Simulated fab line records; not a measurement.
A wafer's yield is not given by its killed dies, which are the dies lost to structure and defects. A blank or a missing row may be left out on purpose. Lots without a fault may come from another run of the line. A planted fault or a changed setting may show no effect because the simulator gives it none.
fab line records	flow nand-harc
record: lots: 6	wafers: 18	last-day: 33
route steps=1302 shown A_CONTACT@1034 END@1302
lots with no fault: from the same line, run without faults
start-h: hours from the record's opening day to when the first of the lot's shown wafers began	wait-h: hours from the lot's prior step to this one	" identical to the entry in the row above	L1.1+2: a row that stands for several wafers	- either no value or no given start	* or withheld: withheld	< > ~ a bound
route shown NAME@n: names a module that has steps shown in the file, with the first one's number in the route	usual: the fault-free wafers' mean and standard deviation	same: alike in all rows	chamber/n: place in a boat	sites: each site's reading	_std_site: their standard deviation	_edge_site: the outer-site mean with the inner-site mean subtracted	radius-mm: how far each site lies from the wafer's centre	mask NAME#n: copy n	behind: the most recent tool/chamber to have shaped the wafer	hold: why the lot was held/for how many hours/how that ended	device: whichever transistor did not switch (one of n, p or np)	end of line: tests run on the same wafers once the route is complete	a step without rows: its recipe alone	killed: count of dies lost to structure and defects at first sort (not the wafer's yield)	map: a wafer's dies, x killed, . not, _ none there
set.NAME: the setting as run; set.NAME@STEP: as run at that earlier step	model.NAME: the simulator's own value behind a step, which no gauge read
a table for each step, a row for each wafer; lots at some steps of the route
services: a tool's chamber out of use, with start hour (start-h, from the record's first day; less than 0 if before it), hours out, and reason
== steps ==
step: NHARC_A_CONTACT_SOFTBAKE_64
recipe: temp-c: 105	time-s: 55
step: NHARC_A_CONTACT_EBR_65
step: NHARC_A_CONTACT_EXPOSE_66
recipe: na: 1.35	sigma-outer: 0.8	dose-mj: 59.02	mask-id: A_CC_2
step: NHARC_A_CONTACT_PEB_67
recipe: peb-temp-c: 100	peb-time-s: 65
step: NHARC_A_CONTACT_DEVELOP_68
recipe: develop-time-s: 35	dev-temp-c: 23
step: NHARC_A_CONTACT_CD_MEAS_69
recipe: target-cd-nm: 300	landing-energy-ev: 500
usual: cd-nm: 300.1/0.59
lot.wafer	tool	chamber	start-h	wait-h	cd-nm
L159.4	cd-sem-02	0	523.09	-	299.4
L159.5	"	0	"	"	299.6
L159.6	"	0	"	"	298.7
L158.1	cd-sem-01	0	528.05	-	300.9
L158.3	"	0	"	"	299.9
L158.6	"	0	"	"	300.0
L165.1	cd-sem-02	0	576.42	-	300.6
L165.2	"	0	"	"	300.3
L165.4	"	0	"	"	300.6
L164.1	cd-sem-01	0	579.15	-	300.1
L164.2	"	0	"	"	300.3
L164.3	"	0	"	"	300.0
L177.1	cd-sem-02	0	717.02	-	300.8
L177.3	"	0	"	"	300.1
L177.5	"	0	"	"	300.3
L179.2	cd-sem-02	0	741.58	-	299.2
L179.3	"	0	"	"	298.9
L179.6	"	0	"	"	298.5
step: NHARC_A_CONTACT_OVL_MEAS_70
usual: overlay-x-nm: 0.1/0.8	overlay-y-nm: 0.1/0.82
lot.wafer	tool	chamber	start-h	wait-h	overlay-x-nm	overlay-y-nm
L159.4	overlay-02	-	523.18	-	-0.6	0.6
L159.5	"	-	"	"	0.2	0.5
L159.6	"	-	"	"	-0.1	0.3
L158.1	overlay-02	-	528.14	-	0.3	-1.4
L158.3	"	-	"	"	0.2	-1.1
L158.6	"	-	"	"	-0.1	-0.9
L165.1	overlay-02	-	576.51	-	1.3	-0.6
L165.2	"	-	"	"	0.8	-1.1
L165.4	"	-	"	"	1.3	-0.5
L164.1	overlay-02	-	579.23	-	0.3	0.7
L164.2	"	-	"	"	0.3	0.1
L164.3	"	-	"	"	0.2	0.3
L177.1	overlay-01	-	717.10	-	-1.5	0.9
L177.3	"	-	"	"	-1.7	0.8
L177.5	"	-	"	"	-1.8	-0.2
L179.2	overlay-02	-	741.67	-	-0.6	-1.1
L179.3	"	-	"	"	-0.2	-1.0
L179.6	"	-	"	"	-0.8	-1.1
step: NHARC_A_CONTACT_INSPECT_71
usual: raw-defect-count: 81/33
lot.wafer	tool	chamber	start-h	wait-h	raw-defect-count
L159.4	defect-inspect-01	-	523.21	0.0	63
L159.5	"	-	"	"	67
L159.6	"	-	"	"	88
L158.1	defect-inspect-01	-	528.18	0.0	104
L158.3	"	-	"	"	109
L158.6	"	-	"	"	115
L165.1	defect-inspect-01	-	576.55	0.0	119
L165.2	"	-	"	"	107
L165.4	"	-	"	"	102
L164.1	defect-inspect-01	-	579.27	0.0	73
L164.2	"	-	"	"	74
L164.3	"	-	"	"	60
L177.1	defect-inspect-02	-	717.14	0.0	18
L177.3	"	-	"	"	32
L177.5	"	-	"	"	23
L179.2	defect-inspect-02	-	741.70	0.0	127
L179.3	"	-	"	"	136
L179.6	"	-	"	"	128
step: NHARC_A_CONTACT_DESCUM_74
recipe: time-s: 3	o2-flow-sccm: 200	ar-flow-sccm: 0	bias-power-w: 0	chemistry: O2
usual: drypump-motor-current-A: 5.6/0.43	o2-flow-sccm: 200.1/1.1	oes-product-au: 1.003/0.011	rf-vpp-V: 57.6/0.98	showerhead-plenum-p-Torr: 1.88/0.092	throttle-valve-pct: 11.309/0.008
lot.wafer	tool	chamber	start-h	wait-h	drypump-motor-current-A	o2-flow-sccm	oes-product-au	rf-hours-counter-h	rf-vpp-V	showerhead-plenum-p-Torr	throttle-valve-pct
L159.4	rie-diel-09	0	523.28	0.1	5.3	199.6	0.999	3	58.3	1.78	11.311
L159.6	"	3	"	"	6.0	201.0	1.008	-	59.1	2.03	11.315
L159.5	"	0	"	"	5.3	199.6	1.005	-	58.4	1.78	11.309
L158.1	rie-diel-09	3	528.24	0.1	6.0	199.7	1.004	3	57.1	2.03	11.300
L158.3	"	0	"	"	5.3	200.3	1.005	4	58.2	1.78	11.301
L158.6	"	3	"	"	6.0	199.2	0.996	-	59.7	2.03	11.305
L165.2	rie-diel-09	1	576.62	0.1	5.4	199.0	1.018	13	56.2	1.94	11.318
L165.1	"	3	"	"	6.0	199.0	0.998	11	57.3	2.03	11.293
L165.4	"	1	"	"	5.4	200.2	1.019	-	56.6	1.94	11.316
L164.2	rie-diel-09	0	579.54	0.3	5.3	199.2	0.997	13	57.2	1.78	11.311
L164.1	"	1	"	"	5.4	198.5	1.023	14	57.8	1.94	11.325
L164.3	"	3	"	"	6.0	199.5	0.998	13	58.0	2.03	11.310
L177.3	rie-diel-09	2	717.28	0.1	5.1	200.1	1.007	7	56.8	1.76	11.312
L177.1	"	0	"	"	5.3	200.0	0.996	6	57.1	1.77	11.310
L177.5	"	2	"	"	5.1	201.2	1.006	-	57.5	1.76	11.305
L179.3	rie-diel-09	3	741.76	0.1	6.0	198.4	1.008	11	57.9	2.02	11.313
L179.2	"	2	"	"	5.1	200.5	1.010	12	59.1	1.76	11.315
L179.6	"	3	"	"	6.0	199.0	1.009	-	58.5	2.02	11.315
step: NHARC_A_CONTACT_ETCH_75
recipe: target-depth-a: 390	over-etch-frac: 0.3	time-s: 65	ion-energy-ev: 80	cf4-flow-sccm: 150	ar-flow-sccm: 0	rf-w: 300	bias-w: 100	chemistry: CF4
usual: drypump-motor-current-A: 5.6/0.43	oes-product-au: 1.002/0.011	rf-fwd-power-W: 297.3/1	rf-vpp-V: 150.9/1.1	showerhead-plenum-p-Torr: 1.74/0.078	throttle-valve-pct: 13.283/0.0083
lot.wafer	tool	chamber	start-h	wait-h	drypump-motor-current-A	oes-product-au	rf-fwd-power-W	rf-hours-counter-h	rf-vpp-V	showerhead-plenum-p-Torr	throttle-valve-pct
L159.4	rie-diel-09	1	523.38	0.1	5.4	1.021	298.8	3	150.8	1.79	13.299
L159.6	"	2	"	"	5.1	1.003	296.4	-	149.3	1.65	13.278
L159.5	"	3	"	"	6.0	1.004	296.2	-	151.1	1.87	13.292
L158.1	rie-diel-09	3	528.33	0.1	6.0	1.010	297.7	3	152.2	1.87	13.295
L158.3	"	0	"	"	5.3	1.000	296.2	4	150.2	1.65	13.280
L158.6	"	3	"	"	6.0	1.002	297.3	-	152.0	1.87	13.279
L165.1	rie-diel-09	0	576.91	0.3	5.3	0.999	297.9	12	150.1	1.65	13.277
L165.2	"	1	"	"	5.4	1.011	296.4	13	151.4	1.79	13.283
L165.4	"	0	"	"	5.3	1.001	298.3	-	149.4	1.65	13.270
L164.1	rie-diel-09	0	579.64	0.1	5.3	1.006	298.2	13	148.0	1.65	13.299
L164.2	"	1	"	"	5.4	1.019	295.8	14	149.8	1.79	13.283
L164.3	"	3	"	"	6.0	0.990	296.7	13	152.6	1.87	13.281
L177.3	rie-diel-09	1	717.36	0.1	5.4	1.011	297.8	6	151.5	1.79	13.282
L177.1	"	2	"	"	5.1	1.011	296.7	7	150.9	1.64	13.282
L177.5	"	0	"	"	5.3	0.980	297.2	-	150.5	1.64	13.284
L179.3	rie-diel-09	2	741.86	0.1	5.1	1.014	297.7	12	150.2	1.64	13.277
L179.2	"	3	"	"	6.0	1.014	297.1	11	152.3	1.86	13.275
L179.6	"	1	"	"	5.4	1.013	297.8	-	150.9	1.78	13.291
step: NHARC_A_CONTACT_ETCH_76
recipe: target-depth-a: 2600	over-etch-frac: 0.3	time-s: 475.3	ion-energy-ev: 200	n2-flow-sccm: 150	h2-flow-sccm: 150	ar-flow-sccm: 0	rf-w: 400	bias-w: 150	chemistry: N2/H2
usual: drypump-motor-current-A: 5.6/0.45	n2-flow-sccm: 150.0/0.49	oes-product-au: 1.002/0.0099	rf-fwd-power-W: 399.5/1.1	rf-vpp-V: 430/3.1	showerhead-plenum-p-Torr: 2.01/0.11	throttle-valve-pct: 14.171/0.0088
lot.wafer	tool	chamber	start-h	wait-h	drypump-motor-current-A	n2-flow-sccm	oes-product-au	rf-fwd-power-W	rf-hours-counter-h	rf-vpp-V	showerhead-plenum-p-Torr	throttle-valve-pct
L159.4	rie-diel-09	2	-	-	5.1	149.6	1.014	400.3	2	426	1.89	14.169
L159.6	"	3	"	"	6.0	149.9	1.006	399.5	-	434	2.17	14.172
L159.5	"	0	"	"	5.3	150.1	0.991	399.2	-	427	1.89	14.176
L158.3	rie-diel-09	2	-	-	5.2	150.0	0.997	397.5	3	426	1.89	14.178
L158.1	"	3	"	"	6.0	150.4	0.990	399.4	3	434	2.17	14.162
L158.6	"	2	"	"	5.2	149.8	0.997	398.5	-	425	1.89	14.168
L165.2	rie-diel-09	1	-	-	5.4	149.1	1.023	399.9	13	432	2.07	14.191
L165.1	"	0	"	"	5.3	149.8	1.001	400.8	12	425	1.89	14.180
L165.4	"	1	"	"	5.4	149.6	1.020	398.8	-	431	2.07	14.168
L164.1	rie-diel-09	3	-	-	6.0	149.3	1.002	399.3	13	433	2.16	14.156
L164.2	"	0	"	"	5.3	150.6	1.003	398.3	13	427	1.89	14.187
L164.3	"	1	"	"	5.4	150.2	1.015	400.7	14	430	2.07	14.177
L177.3	rie-diel-09	0	-	-	5.3	150.6	0.998	399.2	6	427	1.88	14.181
L177.1	"	1	"	"	5.4	149.9	1.018	399.3	7	430	2.06	14.182
L177.5	"	0	"	"	5.3	150.6	0.987	398.4	-	427	1.88	14.164
L179.3	rie-diel-09	2	-	-	5.2	150.0	0.997	397.8	12	426	1.87	14.183
L179.2	"	0	"	"	5.3	150.2	1.000	400.1	10	424	1.88	14.183
L179.6	"	3	"	"	6.0	150.0	1.006	399.6	-	435	2.15	14.156
step: NHARC_A_CONTACT_ETCH_77
recipe: target-depth-a: 1089	time-s: 54.5	cf4-flow-sccm: 100	chf3-flow-sccm: 30	ar-flow-sccm: 0	rf-w: 500	bias-w: 200	chemistry: CF4/CHF3
usual: drypump-motor-current-A: 5.6/0.43	oes-product-au: 0.934/0.019	rf-fwd-power-W: 494.9/1.7	rf-vpp-V: 369.8/2.5	showerhead-plenum-p-Torr: 1.55/0.072	throttle-valve-pct: 16.802/0.0086
lot.wafer	tool	chamber	start-h	wait-h	drypump-motor-current-A	oes-product-au	rf-fwd-power-W	rf-hours-counter-h	rf-vpp-V	showerhead-plenum-p-Torr	throttle-valve-pct
L159.4	rie-diel-09	3	-	-	6.0	0.922	498.0	2	373.5	1.67	16.805
L159.5	"	2	"	"	5.2	0.925	496.3	-	365.3	1.46	16.803
L159.6	"	3	"	"	6.0	0.935	497.3	-	374.0	1.67	16.795
L158.3	rie-diel-09	1	-	-	5.4	0.947	492.4	4	371.2	1.60	16.796
L158.1	"	3	"	"	6.0	0.927	495.0	4	374.1	1.66	16.796
L158.6	"	1	"	"	5.4	0.933	492.6	-	371.0	1.60	16.796
L165.1	rie-diel-09	1	-	-	5.4	0.967	497.7	13	371.6	1.59	16.792
L165.2	"	0	"	"	5.3	0.947	497.2	12	367.6	1.47	16.807
L165.4	"	1	"	"	5.4	0.959	493.3	-	370.8	1.59	16.794
L164.2	rie-diel-09	3	-	-	6.0	0.917	493.4	14	373.0	1.66	16.807
L164.1	"	0	"	"	5.3	0.922	492.6	14	367.3	1.47	16.801
L164.3	"	1	"	"	5.4	0.944	497.4	15	371.5	1.59	16.789
L177.1	rie-diel-09	1	-	-	5.4	0.936	495.2	7	371.0	1.59	16.797
L177.3	"	0	"	"	5.3	0.926	495.8	7	365.7	1.46	16.806
L177.5	"	2	"	"	5.2	0.932	495.5	-	367.0	1.46	16.801
L179.3	rie-diel-09	3	-	-	6.0	0.928	496.4	12	372.8	1.65	16.824
L179.2	"	2	"	"	5.1	0.920	494.7	12	364.9	1.46	16.799
L179.6	"	3	"	"	6.0	0.918	494.7	-	373.9	1.65	16.805
step: NHARC_A_CONTACT_ETCH_78
recipe: target-depth-a: 53000	over-etch-frac: 0.3	time-s: 1378	ion-energy-ev: 150	o2-flow-sccm: 400	cos-flow-sccm: 20	ar-flow-sccm: 0	rf-w: 500	bias-w: 300	chemistry: O2/COS
usual: drypump-motor-current-A: 5.6/0.44	o2-flow-sccm: 399.7/1.3	oes-product-au: 1.002/0.011	rf-fwd-power-W: 499.9/1.4	rf-vpp-V: 313.4/2.3	showerhead-plenum-p-Torr: 3.07/0.14	throttle-valve-pct: 28.329/0.0094
lot.wafer	tool	chamber	start-h	wait-h	drypump-motor-current-A	o2-flow-sccm	oes-product-au	rf-fwd-power-W	rf-hours-counter-h	rf-vpp-V	showerhead-plenum-p-Torr	throttle-valve-pct
L159.4	rie-diel-09	2	523.88	-	5.2	398.1	1.001	497.3	2	310.7	2.90	28.321
L159.6	"	2	"	"	5.2	397.7	0.995	499.0	-	311.5	2.90	28.334
L159.5	"	3	"	"	6.0	402.1	1.008	502.2	-	315.8	3.30	28.320
L158.1	rie-diel-09	1	528.84	-	5.4	398.7	1.018	501.5	4	314.6	3.17	28.311
L158.3	"	2	"	"	5.2	399.4	1.001	499.0	4	310.3	2.90	28.320
L158.6	"	1	"	"	5.4	400.8	1.016	500.8	-	314.0	3.17	28.309
L165.1	rie-diel-09	1	577.72	-	5.4	397.6	0.760	501.1	13	317.2	3.16	28.318
L165.2	"	3	"	"	6.0	397.7	0.754	501.4	12	316.5	3.30	28.335
L165.4	"	3	"	"	6.0	398.7	0.988	502.4	-	316.9	3.30	28.346
L164.2	rie-diel-09	0	581.03	-	5.3	399.5	0.755	498.1	14	310.5	2.91	28.341
L164.3	"	1	"	"	5.4	402.0	1.030	501.1	15	313.8	3.16	28.344
L164.1	"	3	"	"	6.0	401.1	0.750	498.7	14	316.7	3.30	28.350
L177.3	rie-diel-09	3	717.88	-	6.0	398.5	0.998	499.2	7	316.8	3.29	28.329
L177.1	"	2	"	"	5.2	401.8	1.006	499.9	7	309.6	2.89	28.331
L177.5	"	0	"	"	5.3	400.1	0.978	500.8	-	309.9	2.90	28.325
L179.3	rie-diel-09	1	742.37	-	5.4	400.9	1.009	502.1	11	314.6	3.15	28.341
L179.2	"	0	"	"	5.3	398.8	0.987	500.1	10	311.2	2.90	28.336
L179.6	"	1	"	"	5.4	402.6	1.006	501.1	-	314.9	3.15	28.327
step: NHARC_A_CONTACT_ETCH_124
recipe: source-w: withheld	pressure-mtorr: 20	bias-v: withheld	time-s: 140	target-depth-a: 7000	ar-flow-sccm: withheld	c4f8-flow-sccm: withheld	o2-flow-sccm: withheld	chemistry: C4F8/O2/Ar
lot.wafer	tool	chamber	start-h	wait-h	rf-hours-counter-h
L159.4	har-cap-etch-01	0	524.91	-	-
L159.5	"	1	"	"	-
L159.6	"	0	"	"	-
L158.1	har-cap-etch-03	0	529.81	-	49
L158.3	"	0	"	"	-
L158.6	"	1	"	"	-
L165.2	har-cap-etch-01	1	578.70	-	15
L165.1	"	0	"	"	15
L165.4	"	0	"	"	-
L164.2	har-cap-etch-02	0	582.15	-	97
L164.1	"	1	"	"	97
L164.3	"	1	"	"	-
L177.1	har-cap-etch-03	1	718.85	-	82
L177.3	"	0	"	"	-
L177.5	"	0	"	"	-
L179.2	har-cap-etch-03	1	743.34	-	88
L179.3	"	0	"	"	-
L179.6	"	1	"	"	-
step: NHARC_END_SORT_01
recipe: temp-c: 25
usual: killed-at-array: 54/17	killed-at-other: 1.0/1.4	killed-at-periphery: 3.6/2.1	killed-dies: 58/17	killed-open: 3.2/2	killed-short: 2.5/1.5
same: gross-dies: 677
lot.wafer	tool	chamber	start-h	wait-h	killed-at-array	killed-at-other	killed-at-periphery	killed-dies	killed-open	killed-short
L159.4	prober-01	0	581.31	3.4	28	0	6	34	2	2
L159.5	prober-01	0	582.12	3.7	37	0	1	38	4	2
L159.6	prober-01	0	582.93	4.1	59	0	9	68	9	3
L165.1	prober-02	0	638.26	2.5	670	2	5	677	2	2
L165.2	prober-02	0	639.07	2.8	675	0	2	677	6	5
L164.1	prober-01	0	638.26	2.5	672	1	4	677	5	4
L164.2	prober-01	0	639.06	2.8	677	0	0	677	2	1
L164.3	prober-01	0	639.86	3.1	53	1	3	57	5	4
killed by level:class
L159.4 A_CHANNEL_HOLE_D2:chamber-film-flake=14 P_M0:chamber-film-flake=4 A_CONTACT:unspecified=4 A_CHANNEL_HOLE_D1:chamber-film-flake=2 A_CONTACT:chamber-film-flake=2 P_CONTACT:geometric-particle:short=1 P_M0:geometric-particle:open=1 A_CHANNEL_FILL_D1:geometric-particle:open=1
L159.5 A_CHANNEL_HOLE_D2:chamber-film-flake=14 A_CONTACT:chamber-film-flake=6 A_STAIRCASE:chamber-film-flake=3 A_BONDPAD:chamber-film-flake=3 A_CHANNEL_FILL_D2:geometric-particle:short=2 A_CHANNEL_HOLE_D1:chamber-film-flake=2 A_CHANNEL_FILL_D2:chamber-film-flake=2 P_CONTACT:geometric-particle:open=1
L159.6 A_CHANNEL_HOLE_D2:chamber-film-flake=40 A_CONTACT:chamber-film-flake=6 A_CHANNEL_HOLE_D1:chamber-film-flake=3 P_CONTACT:geometric-particle:open=2 P_M0:chamber-film-flake=2 P_GATE:geometric-particle:open=1 P_M0:geometric-particle:short=1 P_M1:geometric-particle:open=1
L165.1 A_CONTACT:area-etch=637 A_CHANNEL_HOLE_D2:chamber-film-flake=13 A_CHANNEL_HOLE_D1:chamber-film-flake=9 A_STAIRCASE:chamber-film-flake=5 P_STI:chamber-film-flake=2 P_M2:chamber-film-flake=2 THIN_TSV:chamber-film-flake=2 A_ONON_D1:geometric-particle:short=1
L164.1 A_CONTACT:area-etch=612 A_SLIT:chamber-film-flake=30 A_CHANNEL_HOLE_D1:chamber-film-flake=10 A_CHANNEL_HOLE_D2:chamber-film-flake=8 A_CONTACT:chamber-film-flake=4 A_DECK1_JOINT:chamber-film-flake=3 P_CONTACT:geometric-particle:open=2 A_CHANNEL_FILL_D1:geometric-particle:short=2
L164.2 A_CONTACT:area-etch=623 A_SLIT:chamber-film-flake=28 A_CHANNEL_HOLE_D2:chamber-film-flake=10 A_CHANNEL_HOLE_D1:chamber-film-flake=6 A_STAIRCASE:chamber-film-flake=3 A_CONTACT:chamber-film-flake=2 A_CHANNEL_FILL_D1:geometric-particle:open=1 A_WL_FILL:geometric-particle:short=1
L165.2 A_CONTACT:area-etch=608 A_CHANNEL_HOLE_D2:chamber-film-flake=26 A_CHANNEL_HOLE_D1:chamber-film-flake=22 A_STAIRCASE:chamber-film-flake=4 A_CHANNEL_FILL_D1:geometric-particle:open=3 A_CHANNEL_FILL_D1:geometric-particle:short=3 A_CONTACT:chamber-film-flake=2 P_CONTACT:geometric-particle:open=1
L164.3 A_SLIT:chamber-film-flake=25 A_CHANNEL_HOLE_D2:chamber-film-flake=12 A_CHANNEL_HOLE_D1:chamber-film-flake=4 A_CONTACT:chamber-film-flake=4 P_GATE:geometric-particle:open=1 P_CONTACT:geometric-particle:open=1 P_M0:geometric-particle:open=1 A_ONON_D1:geometric-particle:short=1
map L164.1 (x killed, . not)
____________x____________
_________xxxxxxx_________
_______xxxxxxxxxxx_______
______xxxxxxxxxxxxx______
_____xxxxxxxxxxxxxxx_____
____xxxxxxxxxxxxxxxxx____
____xxxxxxxxxxxxxxxxx____
___xxxxxxxxxxxxxxxxxxx___
___xxxxxxxxxxxxxxxxxxx___
__xxxxxxxxxxxxxxxxxxxxx__
__xxxxxxxxxxxxxxxxxxxxx__
_xxxxxxxxxxxxxxxxxxxxxxx_
_xxxxxxxxxxxxxxxxxxxxxxx_
_xxxxxxxxxxxxxxxxxxxxxxx_
_xxxxxxxxxxxxxxxxxxxxxxx_
_xxxxxxxxxxxxxxxxxxxxxxx_
xxxxxxxxxxxxxxxxxxxxxxxxx
xxxxxxxxxxxxxxxxxxxxxxxxx
xxxxxxxxxxxxxxxxxxxxxxxxx
xxxxxxxxxxxxxxxxxxxxxxxxx
xxxxxxxxxxxxxxxxxxxxxxxxx
_xxxxxxxxxxxxxxxxxxxxxxx_
_xxxxxxxxxxxxxxxxxxxxxxx_
_xxxxxxxxxxxxxxxxxxxxxxx_
_xxxxxxxxxxxxxxxxxxxxxxx_
_xxxxxxxxxxxxxxxxxxxxxxx_
__xxxxxxxxxxxxxxxxxxxxx__
__xxxxxxxxxxxxxxxxxxxxx__
___xxxxxxxxxxxxxxxxxxx___
___xxxxxxxxxxxxxxxxxxx___
____xxxxxxxxxxxxxxxxx____
____xxxxxxxxxxxxxxxxx____
_____xxxxxxxxxxxxxxx_____
______xxxxxxxxxxxxx______
_______xxxxxxxxxxx_______
_________xxxxxxx_________
____________x____________
map L165.1 (x killed, . not)
____________x____________
_________xxxxxxx_________
_______xxxxxxxxxxx_______
______xxxxxxxxxxxxx______
_____xxxxxxxxxxxxxxx_____
____xxxxxxxxxxxxxxxxx____
____xxxxxxxxxxxxxxxxx____
___xxxxxxxxxxxxxxxxxxx___
___xxxxxxxxxxxxxxxxxxx___
__xxxxxxxxxxxxxxxxxxxxx__
__xxxxxxxxxxxxxxxxxxxxx__
_xxxxxxxxxxxxxxxxxxxxxxx_
_xxxxxxxxxxxxxxxxxxxxxxx_
_xxxxxxxxxxxxxxxxxxxxxxx_
_xxxxxxxxxxxxxxxxxxxxxxx_
_xxxxxxxxxxxxxxxxxxxxxxx_
xxxxxxxxxxxxxxxxxxxxxxxxx
xxxxxxxxxxxxxxxxxxxxxxxxx
xxxxxxxxxxxxxxxxxxxxxxxxx
xxxxxxxxxxxxxxxxxxxxxxxxx
xxxxxxxxxxxxxxxxxxxxxxxxx
_xxxxxxxxxxxxxxxxxxxxxxx_
_xxxxxxxxxxxxxxxxxxxxxxx_
_xxxxxxxxxxxxxxxxxxxxxxx_
_xxxxxxxxxxxxxxxxxxxxxxx_
_xxxxxxxxxxxxxxxxxxxxxxx_
__xxxxxxxxxxxxxxxxxxxxx__
__xxxxxxxxxxxxxxxxxxxxx__
___xxxxxxxxxxxxxxxxxxx___
___xxxxxxxxxxxxxxxxxxx___
____xxxxxxxxxxxxxxxxx____
____xxxxxxxxxxxxxxxxx____
_____xxxxxxxxxxxxxxx_____
______xxxxxxxxxxxxx______
_______xxxxxxxxxxx_______
_________xxxxxxx_________
____________x____________
== services ==
tool	chamber	start-h	hours	kind
rie-diel-09	0	506.26	-	clean
rie-diel-09	1	506.26	-	clean
rie-diel-09	2	506.26	-	clean
rie-diel-09	3	506.26	-	clean
rie-diel-09	0	530.82	5.3	repair
rie-diel-09	1	531.24	-	clean
rie-diel-09	2	531.24	-	clean
rie-diel-09	3	531.24	-	clean
har-cap-etch-01	-	541.29	0.2	repair
rie-diel-09	0	555.74	-	clean
rie-diel-09	1	555.74	-	clean
rie-diel-09	2	555.74	-	clean
rie-diel-09	3	555.74	-	clean
rie-diel-09	2	572.13	18.2	repair
rie-diel-09	0	580.24	-	clean
rie-diel-09	1	580.24	-	clean
rie-diel-09	3	580.24	-	clean
rie-diel-09	0	604.74	-	clean
rie-diel-09	1	604.74	-	clean
rie-diel-09	2	604.74	-	clean
rie-diel-09	3	604.74	-	clean
rie-diel-09	0	629.34	-	clean
rie-diel-09	1	629.34	-	clean
rie-diel-09	-	674.26	9.0	pm
== key ==
first-sign: step: NHARC_A_CONTACT_ETCH_78	reading: oes-product-au	direction: down	sigmas: 23	usual: 1.002	struck: 0.755
effect: step: NHARC_END_SORT_01	reading: killed-dies	direction: up	sigmas: 36	usual: 58	struck: 677
more-kills-born-at: NHARC_A_CONTACT_ETCH_78@rie-diel-09: 2480
met-at NHARC_A_CONTACT_ETCH_78
struck-wafers L164.1,L164.2,L165.1,L165.2
later-rows-left-out L164.1,L164.2,L165.1,L165.2
tester-left-out L164,L165
onset-between 528.84 577.72
fault: kind: process-parameter-drift	tool: rie-diel-09	chamber: -	onset-h: 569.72	steps: NHARC_A_CONTACT_ETCH_78	channel: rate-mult	offset: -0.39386	shape: step	end-h: 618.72	scope: struck-wafers-only
tester-left-out: of these lots the tester's yield and bins aren't shown, on N5 and GAA mostly nor the transistor test; their killed dies are dies lost to structure and defects alone, not to doping, threshold or leakage, so they don't give the yield
later-rows-left-out: the simulator's readings of these wafers behind a module that went badly wrong aren't trusted and aren't shown, but for the sort
